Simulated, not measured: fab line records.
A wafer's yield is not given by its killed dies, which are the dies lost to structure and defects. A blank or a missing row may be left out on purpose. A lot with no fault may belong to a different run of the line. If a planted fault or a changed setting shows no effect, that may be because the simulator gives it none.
fab line records	flow n5Finfet
[record] lots = 7	wafers = 21
route steps=1938 shown BEOL_M11@1543 BEOL_M12@1609 BEOL_M14@1742
startH: hours from the record's opening day to when the first of the lot's shown wafers began	waitH: hours from the lot's prior step to this one	" identical to the entry in the row above	L1.1+2: one row covering several wafers at once	- no value, or no start was given	* or withheld: withheld	< > ~ a bound
route shown NAME@n: NAME is a module with steps in the file, n the number in the route of the first one	usual: mean/standard deviation of fault-free wafers	same: alike in all rows	chamber/n: place in a boat	sites: each site's reading	_std_site: how widely they spread, as a standard deviation	_edge_site: mean of outer sites minus mean of inner sites	radiusMm: for every site, how far away it sits from the centre of the wafer	mask NAME#n: copy n	behind: tool/chamber where the wafer was last shaped	hold: why the lot was held/for how many hours/how that ended	device: the transistor (n, p or np) that didn't switch	end of line: tests run on the same wafers once the route is complete	where a step has no rows: the recipe by itself	killed: not the wafer's yield, but the dies lost to structure and defects at the first sort	map: a wafer's dies, marking killed ones x, the rest . and places with no die _
set.NAME: the run value of the setting; set.NAME@STEP: its run value at that earlier step	model.NAME: the simulator's own value behind a step, which no gauge read
lots whose settings were changed on purpose; a table a step, a row a wafer
[[steps]]
[step N5_BEOL_M11_COAT_05]
[recipe] resist = CAR-ArF	spinRpm = 1500	resistThkNm = 90
lot.wafer	tool	chamber	startH	waitH	set.spinRpm	model.CAR-ArF_of_BEOL_M11_COAT_05.thkNm
L074.2	lithoTrack-05	0	-	-	1500	90.4
L074.3	"	0	"	"	1336	95.6
L074.4	"	0	"	"	1500	90
L076.1+2+4	lithoTrack-01	0	-	-	1413	93
L081.1	lithoTrack-01	0	-	-	1500	90.4
L081.2	"	0	"	"	1500	90.2
L081.4	"	0	"	"	1500	89.8
L083.3	lithoTrack-01	0	-	-	1500	89.8
L083.4+6	"	0	"	"	1500	90
L086.2	lithoTrack-04	0	-	-	1339	95.4
L086.4	"	0	"	"	1500	90.2
L086.5	"	0	"	"	1500	90
L088.1	lithoTrack-05	0	-	-	1500	90.2
L088.3	"	0	"	"	1400	93.2
L088.4	"	0	"	"	1500	90
L090.2	lithoTrack-04	0	-	-	1665	86
L090.3	"	0	"	"	1500	90.4
L090.5	"	0	"	"	1665	85.6
[step N5_BEOL_M11_EBR_07]
[recipe] solvent = PGMEA	ebrWidthMm = 1.5
[step N5_BEOL_M11_SOFTBAKE_06]
[recipe] tempC = 110	timeS = 60	resist = CAR-ArF
[step N5_BEOL_M11_EXPOSE_08]
[recipe] maskId = M11	na = 1.35	sourceShape = dipole	sigmaInner = 0.411	sigmaOuter = 0.611	polarization = te	doseMj = 53.75
[step N5_BEOL_M11_PEB_09]
[recipe] pebTempC = withheld	pebTimeS = 60	resist = CAR-ArF
[step N5_BEOL_M11_DEVELOP_10]
[recipe] developTimeS = 30	developer = TMAH	resist = CAR-ArF	rinseLiquid = diw	dry = airSpin	devTempC = 23
lot.wafer	tool	chamber	startH	waitH	set.spinRpm@BEOL_M11_COAT_05	model.CAR-ArF_of_BEOL_M11_COAT_05.thkNm
L074.2	lithoTrack-04	0	-	-	1500	88.6
L074.3	"	0	"	"	1336	93.8
L074.4	"	0	"	"	1500	88.4
L076.1+4	lithoTrack-05	0	-	-	1413	91.2
L076.2	"	0	"	"	1413	91.4
L081.1	lithoTrack-01	0	-	-	1500	88.8
L081.2	"	0	"	"	1500	88.6
L081.4	"	0	"	"	1500	88
L083.3	lithoTrack-01	0	-	-	1500	88
L083.4	"	0	"	"	1500	88.2
L083.6	"	0	"	"	1500	88.4
L086.2	lithoTrack-01	0	-	-	1339	93.6
L086.4+5	"	0	"	"	1500	88.4
L088.1+4	lithoTrack-01	0	-	-	1500	88.4
L088.3	"	0	"	"	1400	91.4
L090.2	lithoTrack-01	0	-	-	1665	84.4
L090.3	"	0	"	"	1500	88.8
L090.5	"	0	"	"	1665	83.8
[step N5_BEOL_M11_STRIP_77]
[recipe] chemistry = N2/H2	timeS = 10	powerW = 450	tempC = 40	pressureMtorr = 20	rfFrequencyHz = 6e+07	biasPowerW = 7	n2FlowSccm = 200	h2FlowSccm = 200
[step N5_BEOL_M11_HM_STRIP_39]
[recipe] chemistry = peroxideTinStrip	material = TiN	targetDepthA = 250	tempC = 50	timeS = 158
lot.wafer	tool	chamber	startH	waitH	set.tempC@BEOL_M11_PECVD_70	model.SiO2_of_BEOL_M11_PECVD_70.thkNm
L074.2	wetBench-04	0	229.42	0.0	400	19.6
L074.3	"	6	"	"	400	19.8
L074.4	"	1	"	"	400	20
L076.1	wetBench-06	4	240.39	0.0	404.6	19.2
L076.2	"	1	"	"	400	19.4
L076.4	"	0	"	"	404.6	19
L081.1	wetBench-03	4	282.58	0.0	400	19.6
L081.2	"	3	"	"	400	19.8
L081.4	"	5	"	"	400	20.2
L083.3	wetBench-04	5	315.36	0.0	404.5	19.4
L083.4	"	7	"	"	404.5	19.2
L083.6	"	4	"	"	404.5	19.6
L086.2	wetBench-06	3	320.25	0.0	394.8	20.2
L086.4	"	7	"	"	394.8	20.6
L086.5	"	2	"	"	400	20
L088.1+3+4	wetBench-03	7,6,1	328.68	0.0	400	19.6
L090.2	wetBench-03	7	354.90	0.0	400	19.8
L090.3	"	3	"	"	416.2	17.6
L090.5	"	5	"	"	416.2	18
[step N5_BEOL_M12_PEB_08]
[recipe] pebTempC = 130	pebTimeS = 90
lot.wafer	tool	chamber	startH	waitH	set.pebTimeS
L074.2+3	lithoTrack-03	0	232.97	0.0	90
L074.4	"	0	"	"	77.63
L076.1	lithoTrack-02	0	243.60	0.1	96.25
L076.2+4	"	0	"	"	90
L081.1+2+4	lithoTrack-02	0	285.67	0.1	90
L083.3+6	lithoTrack-01	0	320.03	0.0	75.22
L083.4	"	0	"	"	90
L086.2+5	lithoTrack-01	0	324.61	0.0	103.4
L086.4	"	0	"	"	90
L088.1	lithoTrack-01	0	332.09	0.1	108.2
L088.3+4	"	0	"	"	90
L090.2+5	lithoTrack-01	0	359.30	0.0	90
L090.3	"	0	"	"	80.7
[step N5_BEOL_M12_DEVELOP_09]
[recipe] developTimeS = 45	rinseLiquid = diw	dry = airSpin	devTempC = 21
[step N5_BEOL_M12_HARDBAKE_14]
[recipe] tempC = 130	timeS = 120
[step N5_BEOL_M12_CD_MEAS_10]
[recipe] targetCdNm = 140	landingEnergyEv = 500	detector = seInlens	polarity = opening
[usual] cdNm = 140.1/1.6
lot.wafer	tool	chamber	startH	waitH	set.pebTimeS@BEOL_M12_PEB_08	cdNm
L074.2	cdSem-01	0	233.09	-	90	139.1
L074.3	"	0	"	"	90	140.8
L074.4	"	0	"	"	77.63	133.8
L076.1	cdSem-03	0	243.72	-	96.25	143.8
L076.2	"	0	"	"	90	142.0
L076.4	"	0	"	"	90	139.8
L081.1	cdSem-02	0	285.78	-	90	142.9
L081.2	"	0	"	"	90	142.5
L081.4	"	0	"	"	90	143.1
L083.3	cdSem-01	0	320.15	-	75.22	132.6
L083.4	"	0	"	"	90	139.7
L083.6	"	0	"	"	75.22	135.2
L086.2	cdSem-01	0	324.73	-	103.4	142.9
L086.4	"	0	"	"	90	140.3
L086.5	"	0	"	"	103.4	142.9
L088.1	cdSem-02	0	332.21	-	108.2	143.8
L088.3	"	0	"	"	90	139.8
L088.4	"	0	"	"	90	137.7
L090.2	cdSem-01	0	359.42	-	90	141.8
L090.3	"	0	"	"	80.7	135.9
L090.5	"	0	"	"	90	139.7
[step N5_BEOL_M12_ETCH_59]
[recipe] chemistry = N2/H2	target = BARC	targetDepthA = 890	overetchA = 267	timeS = 67.9	ionEnergyEv = 200	pressureMtorr = 30	sourceW = 840	biasW = 150	n2FlowSccm = 200	h2FlowSccm = 200
lot.wafer	tool	chamber	startH	waitH	set.h2FlowSccm
L074.2+3+4	rieDiel-01	0,3,2	233.28	0.0	200
L076.1	rieDiel-01	3	243.84	0.0	200
L076.2+4	"	2,1	"	"	208
L081.1+2+4	rieDiel-01	2,3,0	286.37	0.0	200
L083.3+4	rieDiel-02	0,3	320.27	0.0	200
L083.6	"	2	"	"	207.1
L086.2+4	rieDiel-01	0,1	325.21	0.0	214.5
L086.5	"	1	"	"	200
L088.1+4	rieDiel-02	2,1	332.33	0.0	200
L088.3	"	3	"	"	193.5
L090.2+3	rieDiel-02	3,1	359.54	0.0	208.3
L090.5	"	1	"	"	200
[step N5_BEOL_M12_VIA_ETCH_16]
[recipe] chemistry = C4F8/O2/Ar	target = SiOC	pressureMtorr = 30	sourceW = 3000	biasW = 700	Ar_flow_sccm = 400	C4F8_flow_sccm = 15	O2_flow_sccm = 8	heInnerTorr = 15	heOuterTorr = 30	targetDepthA = 7248	timeS = withheld	ionEnergyEv = 250	ends = cleared
[step N5_BEOL_M12_STRIP_63]
[recipe] chemistry = N2/H2	powerW = 1000	tempC = 250	h2Frac = 0.65	overashFraction = 0.3	pressureMtorr = 1000	n2FlowSccm = 1750	h2FlowSccm = 3250
[step N5_BEOL_M12_STRIP_71]
[recipe] chemistry = postEtchResidueRemover	timeS = 60	tempC = 25	removerPh = withheld	removerWaterWtPct = withheld	removerFluorideWtPct = withheld
[step N5_BEOL_M12_SRD_72]
[recipe] timeS = 30	tempC = 23	rinseLiquid = diw	dry = n2Spin	spinRpm = 1500	dryTimeS = 30
[step N5_BEOL_M12_CD_MEAS_17]
[recipe] targetCdNm = 140	polarity = opening
[usual] cdNm = 140.3/1.6
lot.wafer	tool	chamber	startH	waitH	set.pebTimeS@BEOL_M12_PEB_08	cdNm
L074.2	cdSem-02	-	233.74	0.0	90	138.8
L074.3	"	-	"	"	90	141.5
L074.4	"	-	"	"	77.63	133.9
L076.1	cdSem-03	-	244.30	0.0	96.25	143.0
L076.2	"	-	"	"	90	140.8
L076.4	"	-	"	"	90	139.6
L081.1	cdSem-01	-	286.82	0.0	90	142.7
L081.2	"	-	"	"	90	142.3
L081.4	"	-	"	"	90	143.2
L083.3	cdSem-01	-	320.74	0.0	75.22	133.6
L083.4	"	-	"	"	90	139.2
L083.6	"	-	"	"	75.22	135.7
L086.2	cdSem-01	-	325.67	0.0	103.4	144.1
L086.4	"	-	"	"	90	140.5
L086.5	"	-	"	"	103.4	142.4
L088.1	cdSem-01	-	332.79	0.0	108.2	144.8
L088.3	"	-	"	"	90	139.0
L088.4	"	-	"	"	90	137.8
L090.2	cdSem-01	-	360.00	0.0	90	141.1
L090.3	"	-	"	"	80.7	135.6
L090.5	"	-	"	"	90	138.9
[step N5_BEOL_M12_CMP_49]
[recipe] stopOn = SiOC	tOverpolishS = 20.6	downForcePsi = 1	platenRpm = 50	clearingPlatenDownForcePsi = 1.5	clearingPlatenRpm = 50	postCmpClean = cuAlkaline	targetThkNm = 320	clearingPlatenPadVelocityMS = 0.99484	padVelocityMS = 0.99484
[usual] barrierFieldEndpointS = 30.6/0.63
lot.wafer	tool	chamber	startH	waitH	set.downForcePsi	barrierFieldEndpointS
L074.3	cmp-03	1	238.10	0.2	1	30.4
L074.4	"	3	"	"	1	30.7
L074.2	"	0	"	"	1	30.8
L076.2	cmp-03	2	247.64	0.3	1.208	25.2
L076.4	"	3	"	"	1.208	25.0
L076.1	"	0	"	"	1	30.4
L081.2	cmp-04	3	289.12	0.2	1	31.0
L081.4	"	1	"	"	1	30.6
L081.1	"	2	"	"	1	30.4
L083.4	cmp-03	0	323.14	0.1	0.9368	31.5
L083.3	"	3	"	"	1	29.6
L083.6	"	1	"	"	0.9368	32.5
L086.2	cmp-04	2	330.11	0.2	1.097	28.5
L086.4	"	3	"	"	1	31.4
L086.5	"	1	"	"	1.097	28.1
L088.3	cmp-02	3	335.73	0.4	0.8802	35.8
L088.4	"	0	"	"	0.8802	35.6
L088.1	"	1	"	"	1	32.2
L090.3	cmp-03	1	365.47	0.2	1.131	28.2
L090.2	"	2	"	"	1.131	27.6
L090.5	"	1	"	"	1	32.0
[step N5_BEOL_M14_EXPOSE_25]
[recipe] maskId = M14	na = 0.8	sourceShape = annular	sigmaInner = 0.5	sigmaOuter = 0.8	polarization = unpolarized	targetCdNm = 280	doseMj = 26.6
lot.wafer	tool	chamber	startH	waitH	mask	set.doseMj
L074.2+3+4	krfScanner-02	0	244.30	-	M14#0	26.6
L076.1+4	krfScanner-01	0	255.46	-	M14#0	26.6
L076.2	"	0	"	"	M14#0	27.56
L081.1+2+4	krfScanner-02	0	297.31	-	M14#0	26.6
L083.3+6	krfScanner-01	0	329.50	-	M14#0	26.01
L083.4	"	0	"	"	M14#0	26.6
L086.2+4+5	krfScanner-02	0	337.34	-	M14#0	26.6
L088.1+3+4	krfScanner-02	0	342.92	-	M14#0	26.6
L090.2	krfScanner-02	0	372.13	-	M14#0	26.6
L090.3+5	"	0	"	"	M14#0	24.99
[step N5_BEOL_M14_PEB_26]
[recipe] pebTempC = 130	pebTimeS = 90
lot.wafer	tool	chamber	startH	waitH	set.pebTempC
L074.2+4	lithoTrack-05	0	244.35	0.0	127.9
L074.3	"	0	"	"	130
L076.1+2	lithoTrack-01	0	255.52	0.1	130
L076.4	"	0	"	"	128.1
L081.1+2+4	lithoTrack-03	0	297.36	0.1	130
L083.3	lithoTrack-03	0	329.55	0.0	132.6
L083.4+6	"	0	"	"	130
L086.2+4	lithoTrack-03	0	337.39	0.0	127.6
L086.5	"	0	"	"	130
L088.1+3+4	lithoTrack-05	0	342.97	0.1	130
L090.2+5	lithoTrack-05	0	372.19	0.0	126.5
L090.3	"	0	"	"	130
[step N5_BEOL_M14_DEVELOP_27]
[recipe] developTimeS = 45	rinseLiquid = diw	dry = airSpin	devTempC = 21
[step N5_BEOL_M14_HARDBAKE_32]
[recipe] tempC = 130	timeS = 120
[step N5_BEOL_M14_CD_MEAS_28]
[recipe] targetCdNm = 284.4	landingEnergyEv = 500	detector = seInlens
[usual] cdNm = 284.1/1.1
lot.wafer	tool	chamber	startH	waitH	set.doseMj@BEOL_M14_EXPOSE_25	set.pebTempC@BEOL_M14_PEB_26	cdNm
L074.2	cdSem-02	0	244.46	-	26.6	127.9	272.3
L074.3	"	0	"	"	26.6	130	283.9
L074.4	"	0	"	"	26.6	127.9	271.5
L076.1	cdSem-03	0	255.64	-	26.6	130	283.2
L076.2	"	0	"	"	27.56	130	289.7
L076.4	"	0	"	"	26.6	128.1	274.9
L081.1	cdSem-01	0	297.48	-	26.6	130	284.0
L081.2	"	0	"	"	26.6	130	282.9
L081.4	"	0	"	"	26.6	130	283.4
L083.3	cdSem-02	0	329.66	-	26.01	132.6	288.1
L083.4	"	0	"	"	26.6	130	283.2
L083.6	"	0	"	"	26.01	130	279.6
L086.2	cdSem-01	0	337.51	-	26.6	127.6	273.4
L086.4	"	0	"	"	26.6	127.6	273.1
L086.5	"	0	"	"	26.6	130	284.7
L088.1	cdSem-03	0	343.09	-	26.6	130	284.6
L088.3	"	0	"	"	26.6	130	285.9
L088.4	"	0	"	"	26.6	130	285.2
L090.2	cdSem-01	0	372.30	-	26.6	126.5	264.1
L090.3	"	0	"	"	24.99	130	273.3
L090.5	"	0	"	"	24.99	126.5	254.8
[step N5_BEOL_M14_DESCUM_33]
[recipe] chemistry = O2	timeS = 7.9	sourcePowerW = 50	biasPowerW = 20	pressureMtorr = 20	rfFrequencyHz = 2.712e+07	tempC = 40	o2FlowSccm = 225
lot.wafer	tool	chamber	startH	waitH	set.doseMj@BEOL_M14_EXPOSE_25	set.pebTempC@BEOL_M14_PEB_26	model.BEOL_M14.cdNm
L074.2	rieDiel-06	1	244.55	0.0	26.6	127.9	272.4
L074.3	"	2	"	"	26.6	130	284
L074.4	"	1	"	"	26.6	127.9	271.2
L076.1	rieDiel-02	2	255.72	0.0	26.6	130	283.4
L076.2	"	3	"	"	27.56	130	289
L076.4	"	1	"	"	26.6	128.1	274.8
L081.1	rieDiel-02	3	297.71	0.2	26.6	130	283.6
L081.2	"	1	"	"	26.6	130	282.8
L081.4	"	2	"	"	26.6	130	283
L083.3	rieDiel-01	1	330.37	0.7	26.01	132.6	287.8
L083.4	"	3	"	"	26.6	130	282.8
L083.6	"	3	"	"	26.01	130	279.4
L086.2	rieDiel-02	2	337.61	0.0	26.6	127.6	273
L086.4	"	0	"	"	26.6	127.6	273.2
L086.5	"	2	"	"	26.6	130	284.8
L088.1	rieDiel-01	0	343.28	0.1	26.6	130	284.8
L088.3	"	2	"	"	26.6	130	286
L088.4	"	3	"	"	26.6	130	285.2
L090.2	rieDiel-02	3	372.39	0.0	26.6	126.5	264
L090.3	"	2	"	"	24.99	130	273.6
L090.5	"	1	"	"	24.99	126.5	254.8
[step N5_BEOL_M14_ETCH_67]
[recipe] chemistry = CF4	target = SiARC	targetDepthA = 1430	timeS = 238.3	ionEnergyEv = 80	pressureMtorr = 40	sourceW = 545	biasW = 36	Ar_flow_sccm = 100	cf4FlowSccm = 100	ends = cleared
lot.wafer	tool	chamber	startH	waitH	set.doseMj@BEOL_M14_EXPOSE_25	set.pebTempC@BEOL_M14_PEB_26	model.BEOL_M14.cdNm
L074.2	rieDiel-06	1	244.59	0.0	26.6	127.9	267.8
L074.3	"	2	"	"	26.6	130	279.4
L074.4	"	1	"	"	26.6	127.9	267
L076.1	rieDiel-02	2	255.76	0.0	26.6	130	279
L076.2	"	3	"	"	27.56	130	284.8
L076.4	"	1	"	"	26.6	128.1	270.2
L081.1	rieDiel-02	3	297.74	0.0	26.6	130	279
L081.2	"	1	"	"	26.6	130	278.2
L081.4	"	2	"	"	26.6	130	278.4
L083.3	rieDiel-01	1	330.41	0.0	26.01	132.6	283.6
L083.4	"	3	"	"	26.6	130	278.4
L083.6	"	3	"	"	26.01	130	275.2
L086.2+4	rieDiel-02	2,0	337.65	0.0	26.6	127.6	268.4
L086.5	"	2	"	"	26.6	130	280.4
L088.1	rieDiel-01	0	343.32	0.0	26.6	130	280
L088.3	"	2	"	"	26.6	130	280.8
L088.4	"	3	"	"	26.6	130	280.2
L090.2	rieDiel-02	3	372.42	0.0	26.6	126.5	259.8
L090.3	"	2	"	"	24.99	130	268.8
L090.5	"	1	"	"	24.99	126.5	250.2
[step N5_BEOL_M14_ETCH_68]
[recipe] chemistry = N2/H2	target = SOC	maskMaterial = SiARC	sourceW = 3000	biasW = 350	tempC = 40	timeS = 450	ionEnergyEv = 200	pressureMtorr = 30	n2FlowSccm = 200	h2FlowSccm = 200
lot.wafer	tool	chamber	startH	waitH	set.doseMj@BEOL_M14_EXPOSE_25	set.pebTempC@BEOL_M14_PEB_26	model.BEOL_M14.cdNm
L074.2	rieDiel-06	1	244.73	0.1	26.6	127.9	269.4
L074.3	"	2	"	"	26.6	130	280.2
L074.4	"	1	"	"	26.6	127.9	268.6
L076.1	rieDiel-02	2	255.91	0.1	26.6	130	279.2
L076.2	"	3	"	"	27.56	130	284.2
L076.4	"	1	"	"	26.6	128.1	270.2
L081.1	rieDiel-02	3	297.89	0.1	26.6	130	277.6
L081.2	"	1	"	"	26.6	130	278.6
L081.4	"	2	"	"	26.6	130	279.2
L083.3	rieDiel-01	1	330.55	0.1	26.01	132.6	283.6
L083.4	"	3	"	"	26.6	130	277
L083.6	"	3	"	"	26.01	130	275
L086.2	rieDiel-02	2	337.79	0.1	26.6	127.6	269.4
L086.4	"	0	"	"	26.6	127.6	268.6
L086.5	"	2	"	"	26.6	130	280.4
L088.1	rieDiel-01	0	343.46	0.1	26.6	130	281.2
L088.3	"	2	"	"	26.6	130	280.6
L088.4	"	3	"	"	26.6	130	280.2
L090.2	rieDiel-02	3	372.57	0.1	26.6	126.5	260.2
L090.3	"	2	"	"	24.99	130	269.6
L090.5	"	1	"	"	24.99	126.5	251.8
[step N5_BEOL_M14_STRIP_69]
[recipe] chemistry = N2/H2	tempC = 40	n2FlowSccm = 200	h2FlowSccm = 200	rfFrequencyHz = 6e+07
[step N5_BEOL_M14_TRENCH_ETCH_34]
[recipe] chemistry = C4F8/O2/Ar	target = SiO2	targetDepthA = 5566.5	maskMaterial = SOC	heInnerTorr = 15	heOuterTorr = 30	timeS = 126.9	ionEnergyEv = 800	pressureMtorr = 20	sourceW = 1905	biasW = 2040	Ar_flow_sccm = 400	C4F8_flow_sccm = 16	O2_flow_sccm = 12
lot.wafer	tool	chamber	startH	waitH	set.doseMj@BEOL_M14_EXPOSE_25	set.pebTempC@BEOL_M14_PEB_26	model.BEOL_M14.cdNm
L074.2	rieDiel-06	1	245.01	0.0	26.6	127.9	269.4
L074.3	"	2	"	"	26.6	130	280.6
L074.4	"	1	"	"	26.6	127.9	268.8
L076.1	rieDiel-02	2	256.18	0.0	26.6	130	278.8
L076.2	"	3	"	"	27.56	130	284.2
L076.4	"	1	"	"	26.6	128.1	270.2
L081.1	rieDiel-02	3	298.16	0.0	26.6	130	277.8
L081.2	"	1	"	"	26.6	130	278.8
L081.4	"	2	"	"	26.6	130	279.2
L083.3	rieDiel-01	1	330.83	0.0	26.01	132.6	283.4
L083.4	"	3	"	"	26.6	130	276.8
L083.6	"	3	"	"	26.01	130	275
L086.2	rieDiel-02	2	338.07	0.0	26.6	127.6	269.2
L086.4	"	0	"	"	26.6	127.6	268.4
L086.5	"	2	"	"	26.6	130	279.8
L088.1	rieDiel-01	0	343.74	0.0	26.6	130	281.6
L088.3	"	2	"	"	26.6	130	280.8
L088.4	"	3	"	"	26.6	130	280.2
L090.2	rieDiel-02	3	372.84	0.0	26.6	126.5	260.2
L090.3	"	2	"	"	24.99	130	269.4
L090.5	"	1	"	"	24.99	126.5	251.6
[step N5_BEOL_M14_STRIP_70]
[recipe] chemistry = C4F8/O2/Ar	resist = SiARC	rfFrequencyHz = 6e+07
[step N5_BEOL_M14_STRIP_37]
[recipe] chemistry = O2	powerW = 600	tempC = 60	pressureMtorr = 30	rfFrequencyHz = 6e+07	biasPowerW = 0	overashFraction = 0.3	o2FlowSccm = 225
[step N5_BEOL_M14_ETCH_38]
[recipe] chemistry = CF4/N2	target = SiCN	targetDepthA = 1065	taperDeg = 2	timeS = 120.6	ionEnergyEv = 150	maskMaterial = SiO2	pressureMtorr = 40	sourceW = 430	biasW = 70	Ar_flow_sccm = 100	cf4FlowSccm = 60	n2FlowSccm = 60
lot.wafer	tool	chamber	startH	waitH	set.doseMj@BEOL_M14_EXPOSE_25	set.pebTempC@BEOL_M14_PEB_26	model.BEOL_M14.cdNm
L074.2	rieDiel-02	0	-	-	26.6	127.9	269.6
L074.3	"	1	"	"	26.6	130	280.6
L074.4	"	3	"	"	26.6	127.9	268.8
L076.1	rieDiel-06	0	-	-	26.6	130	278.8
L076.2	"	3	"	"	27.56	130	284.2
L076.4	"	2	"	"	26.6	128.1	270.2
L081.1	rieDiel-06	0	-	-	26.6	130	277.8
L081.2	"	3	"	"	26.6	130	278.8
L081.4	"	2	"	"	26.6	130	279.2
L083.3	rieDiel-06	0	-	-	26.01	132.6	283.6
L083.4	"	1	"	"	26.6	130	276.8
L083.6	"	0	"	"	26.01	130	275.2
L086.2	rieDiel-01	2	-	-	26.6	127.6	269.2
L086.4	"	0	"	"	26.6	127.6	268.4
L086.5	"	0	"	"	26.6	130	279.8
L088.1	rieDiel-06	2	-	-	26.6	130	281.6
L088.3	"	0	"	"	26.6	130	281
L088.4	"	3	"	"	26.6	130	280.2
L090.2	rieDiel-01	1	-	-	26.6	126.5	260.2
L090.3	"	3	"	"	24.99	130	269.4
L090.5	"	3	"	"	24.99	126.5	251.6
[[key]]
[split] step = N5_BEOL_M11_COAT_05	setting = spinRpm	stated = 1500	by = wafer
[response] step = N5_BEOL_M11_COAT_05	reading = model.CAR-ArF_of_BEOL_M11_COAT_05.thkNm	change = -0.468	per = 1%	r = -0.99
[response] step = N5_BEOL_M11_DEVELOP_10	reading = model.CAR-ArF_of_BEOL_M11_COAT_05.thkNm	change = -0.463	per = 1%	r = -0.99
[split] step = N5_BEOL_M12_PEB_08	setting = pebTimeS	stated = 90	by = wafer
[response] step = N5_BEOL_M12_CD_MEAS_10	reading = cdNm	change = +0.315	per = 1%	r = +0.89
[response] step = N5_BEOL_M12_CD_MEAS_17	reading = cdNm	change = +0.318	per = 1%	r = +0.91
[split] step = N5_BEOL_M12_ETCH_59	setting = h2FlowSccm	stated = 200	by = wafer
response none clear
[split] step = N5_BEOL_M12_CMP_49	setting = downForcePsi	stated = 1	by = wafer
[response] step = N5_BEOL_M12_CMP_49	reading = barrierFieldEndpointS	change = -0.285	per = 1%	r = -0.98
[split] step = N5_BEOL_M14_EXPOSE_25	setting = doseMj	stated = 26.6	by = wafer
[response] step = N5_BEOL_M14_CD_MEAS_28	reading = cdNm	slope = +1.56	per = 1%	togetherWith = pebTempC@BEOL_M14_PEB_26	explained = 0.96
[response] step = N5_BEOL_M14_DESCUM_33	reading = model.BEOL_M14.cdNm	slope = +1.48	per = 1%	togetherWith = pebTempC@BEOL_M14_PEB_26	explained = 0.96
[response] step = N5_BEOL_M14_ETCH_67	reading = model.BEOL_M14.cdNm	slope = +1.55	per = 1%	togetherWith = pebTempC@BEOL_M14_PEB_26	explained = 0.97
[response] step = N5_BEOL_M14_ETCH_68	reading = model.BEOL_M14.cdNm	slope = +1.34	per = 1%	togetherWith = pebTempC@BEOL_M14_PEB_26	explained = 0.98
[response] step = N5_BEOL_M14_TRENCH_ETCH_34	reading = model.BEOL_M14.cdNm	slope = +1.37	per = 1%	togetherWith = pebTempC@BEOL_M14_PEB_26	explained = 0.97
[response] step = N5_BEOL_M14_ETCH_38	reading = model.BEOL_M14.cdNm	slope = +1.36	per = 1%	togetherWith = pebTempC@BEOL_M14_PEB_26	explained = 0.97
[split] step = N5_BEOL_M14_PEB_26	setting = pebTempC	stated = 130	by = wafer
[response] step = N5_BEOL_M14_CD_MEAS_28	reading = cdNm	change = +5.56	per = 1%	r = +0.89
[response] step = N5_BEOL_M14_DESCUM_33	reading = model.BEOL_M14.cdNm	change = +5.65	per = 1%	r = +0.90
[response] step = N5_BEOL_M14_ETCH_67	reading = model.BEOL_M14.cdNm	change = +5.64	per = 1%	r = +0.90
[response] step = N5_BEOL_M14_ETCH_68	reading = model.BEOL_M14.cdNm	change = +5.55	per = 1%	r = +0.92
[response] step = N5_BEOL_M14_TRENCH_ETCH_34	reading = model.BEOL_M14.cdNm	slope = +6.05	per = 1%	togetherWith = doseMj@BEOL_M14_EXPOSE_25	explained = 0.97
[response] step = N5_BEOL_M14_ETCH_38	reading = model.BEOL_M14.cdNm	slope = +6.04	per = 1%	togetherWith = doseMj@BEOL_M14_EXPOSE_25	explained = 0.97
split outsideThisFile step=N5_BEOL_M11_PECVD_70 setting=tempC
// split outsideThisFile: this setting was split too, and the file shows its column; the key of that split is in another file
